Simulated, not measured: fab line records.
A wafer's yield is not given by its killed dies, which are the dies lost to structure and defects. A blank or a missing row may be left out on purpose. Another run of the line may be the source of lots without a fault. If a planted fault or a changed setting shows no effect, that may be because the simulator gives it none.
Problem report, 8D (eight disciplines) form, completed by code :: flow nandHarc :: the parts of the form that need people (team, actions taken, sign-off) are left out

## 1. THE PROBLEM
Mean of killedAtArray at NHARC_END_SORT_01: 448 across 2 wafers in 2 lots; on wafers with no fault it is 56 (standard deviation 19). Relative to the usual mean, that is a shift of +21 standard deviations.
The first sign was on wafer L761.6 at day 30 08:37, on prober-02. The record has a number at this step for 6 wafers belonging to 2 lots. Rule for "out", or "out of limits": more than 4 standard deviations from the usual mean. All remaining wafers that have a number are taken as sound.

## 2. WHAT IT IS; WHAT IT IS NOT
question: which readings at this step
is: killedAtArray, killedDies
is not: killedAtPeriphery, killedOpen, killedShort

question: which lots
is: L761, L762
is not: -

question: which wafers of those lots
is: L761.6, L762.6
is not: L761.2, L761.3, L762.3, L762.4

question: read on which gauges
is: prober-01, prober-02
is not: -

question: when
is: from day 30 08:37
is not: up to then (2 sound wafers); but 2 sound wafers of L762 came after

## 3. WHAT RULES OUT EACH SUSPECT
Counting: any tool at a process step up to the reading remains a suspect provided it ran every lot that is out. Sound lots after the first of them don't rule it out here, since some wafers of a struck lot are sound.
- the gauge at NHARC_END_SORT_01 is ruled out. 2 gauges (prober-01, prober-02) read the wafers that are out.
- cvdW-02 at NHARC_A_WL_FILL_CVD_03 (deposits W, target thk 40 nm, time 279 s): kept. It ran every lot that is out, first L761 (day 26 00:47).
Remaining after the count: cvdW-02 at NHARC_A_WL_FILL_CVD_03.

## 4. THE CAUSE (what the simulator had put in)
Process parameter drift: cvdW-02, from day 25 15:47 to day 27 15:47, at NHARC_A_WL_FILL_CVD_03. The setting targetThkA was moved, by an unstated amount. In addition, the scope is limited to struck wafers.
This tool alone remained once counting was done.

## 5. THE EFFECT CHAIN, in route order
Rows list readings where the struck wafers' mean (over those with a number) sits beyond 3 standard deviations from the usual. Readings are gone through only where the record gives a usual standard deviation; hours: the median, over the lots, of the time from a lot's start at the first step in this table giving one to that lot's start at this step; sigmas: the change measured in usual standard deviations.
hours: 0
step: NHARC_END_SORT_01
reading: killedAtArray
usual: 56
on struck wafers: 448
change: +392
sigmas: +21

hours: 0
step: NHARC_END_SORT_01
reading: killedDies
usual: 61
on struck wafers: 455
change: +394
sigmas: +21

## 6. WHAT WOULD HAVE CAUGHT IT SOONER
113 hours passed between the start of the fault at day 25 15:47 and the first reading out of limits at a measuring or inspecting step in this record, taken at day 30 08:37.
Of the tool readings at NHARC_A_WL_FILL_CVD_03 for which the record gives a usual standard deviation, none was out on any struck wafer, so an alarm limit of 4 standard deviations on them would not have fired.
By day 30 08:37 the whole set of lots that are out, 2 in number, had already begun NHARC_A_WL_FILL_CVD_03 on cvdW-02. Had the tool been put on hold then, not one of them would have been saved.
